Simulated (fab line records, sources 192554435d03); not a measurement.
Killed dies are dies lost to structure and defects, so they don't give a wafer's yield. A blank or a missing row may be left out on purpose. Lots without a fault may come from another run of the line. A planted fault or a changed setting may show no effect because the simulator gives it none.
Chamber matching | flow n5_finfet | N5_STI_FIN_REVEAL_ALD_14 on ald_sin-01: 4 sister chambers
The step deposits Si3N4, target thk 3 nm. 27 wafers are shown with their chamber, then 12 later ones without.

WAFERS WITH THEIR CHAMBER
wafer  | chamber | heater_power_outer_w (W) | heater_power_w (W)
L075.2 | 1       | 474                      | 755
L075.4 | 2       | 516                      | 889
L075.6 | 0       | 622                      | 919
L076.2 | 0       | 616                      | 932
L076.5 | 3       | 420                      | 732
L076.6 | 0       | 613                      | 939
L080.1 | 1       | 469                      | 747
L080.3 | 3       | 416                      | 750
L080.5 | 2       | 519                      | 895
L081.2 | 2       | 533                      | 879
L081.4 | 0       | 615                      | 929
L081.6 | 0       | 601                      | 912
L084.2 | 2       | 520                      | 924
L084.3 | 3       | 418                      | 746
L084.6 | 3       | 421                      | 740
L085.1 | 1       | 473                      | 740
L085.3 | 3       | 424                      | 740
L085.6 | 3       | 420                      | 735
L087.1 | 1       | 489                      | 744
L087.4 | 3       | 425                      | 734
L087.6 | 2       | 539                      | 903
L088.1 | 2       | 522                      | 914
L088.3 | 1       | 490                      | 730
L088.6 | 1       | 470                      | 759
L089.2 | 1       | 484                      | 767
L089.5 | 0       | 607                      | 934
L089.6 | 3       | 416                      | 731

SIGNATURES (means of the wafers above)
reading              | chamber 0 | chamber 1 | chamber 2 | chamber 3 | scatter within a chamber
heater_power_outer_w | 612.33    | 478.43    | 524.83    | 420.00    | 7.36
heater_power_w       | 927.50    | 748.86    | 900.67    | 738.50    | 11.7
Rule: a wafer's distance from a chamber is the root of the sum, over the readings, of the square of ((its reading less the chamber's mean) divided by the reading's scatter). The wafer belongs to the nearest chamber; if the next one is less than 2 further off, it can't be placed. The scatter: the root of (the sum of the squares of (reading less its chamber's mean) over the shown wafers, divided by (wafers less chambers)).

WAFERS WITHOUT THEIR CHAMBER
wafer  | heater_power_outer_w (W) | heater_power_w (W)
L090.2 | 548                      | 925
L090.5 | 604                      | 947
L090.6 | 409                      | 722
L093.3 | 615                      | 946
L093.5 | 528                      | 911
L093.6 | 423                      | 742
L095.3 | 419                      | 724
L095.4 | 540                      | 950
L095.5 | 406                      | 740
L096.3 | 421                      | 739
L096.5 | 531                      | 917
L096.6 | 417                      | 732

WHICH CHAMBER EACH WENT THROUGH
wafer  | from the rows above | in truth
L090.2 | 2                   | 2
L090.5 | 0                   | 0
L090.6 | 3                   | 3
L093.3 | 0                   | 0
L093.5 | 2                   | 2
L093.6 | 3                   | 3
L095.3 | 3                   | 3
L095.4 | 2                   | 2
L095.5 | 3                   | 3
L096.3 | 3                   | 3
L096.5 | 2                   | 2
L096.6 | 3                   | 3
Placed correctly: 12 of 12. Can't be placed from these rows: 0. Placed wrongly: 0.
